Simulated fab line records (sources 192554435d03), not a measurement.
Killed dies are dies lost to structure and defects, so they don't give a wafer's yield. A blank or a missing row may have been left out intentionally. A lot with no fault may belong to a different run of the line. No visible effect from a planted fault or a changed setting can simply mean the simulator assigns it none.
Chamber matching | flow n5-finfet | N5_BEOL_M10_ETCH_65 on rie-diel-04: 4 sister chambers
The step etches SiARC in CF4, target depth 39 nm, time 65 s. 4 wafers are shown with their chamber, then 11 later ones without.

## EACH WAFER AND ITS CHAMBER
wafer  | chamber | drypump-motor-current-A (A)
L076.3 | 1       | 6.2
L089.2 | 2       | 5.9
L089.3 | 0       | 6.1
L092.3 | 3       | 5.5

## WAFERS WITHOUT THEIR CHAMBER
wafer  | drypump-motor-current-A (A)
L092.4 | 6.0
L092.5 | 5.9
L096.1 | 6.2
L096.2 | 6.1
L096.4 | 5.5
L095.2 | 5.5
L095.3 | 6.2
L095.6 | 6.1
L097.1 | 6.2
L097.2 | 5.5
L097.4 | 6.1

## EACH ONE'S CHAMBER
wafer  | from the rows above     | in truth
L092.4 | can't be placed: 0 or 2 | 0
L092.5 | 2                       | 2
L096.1 | 1                       | 1
L096.2 | 0                       | 0
L096.4 | 3                       | 3
L095.2 | 3                       | 3
L095.3 | 1                       | 1
L095.6 | 0                       | 0
L097.1 | 1                       | 1
L097.2 | 3                       | 3
L097.4 | 0                       | 0
Correct placement for 10 of the 11. These rows do not allow placing 1 (true chamber among the candidates in 1). Wrongly placed: 0.
How it was worked out, from the rows above alone: a wafer's distance from a chamber is the root of the sum, over the readings, of the square of ((its reading less the chamber's mean) divided by the reading's scatter). If the next closest chamber is less than 2 further off than the closest, the wafer can't be placed; otherwise it belongs to the closest. A chamber's mean is the mean of its shown wafers. The scatter: root of mean squared gap, hidden wafer to nearest shown wafer, with one shown wafer a chamber.
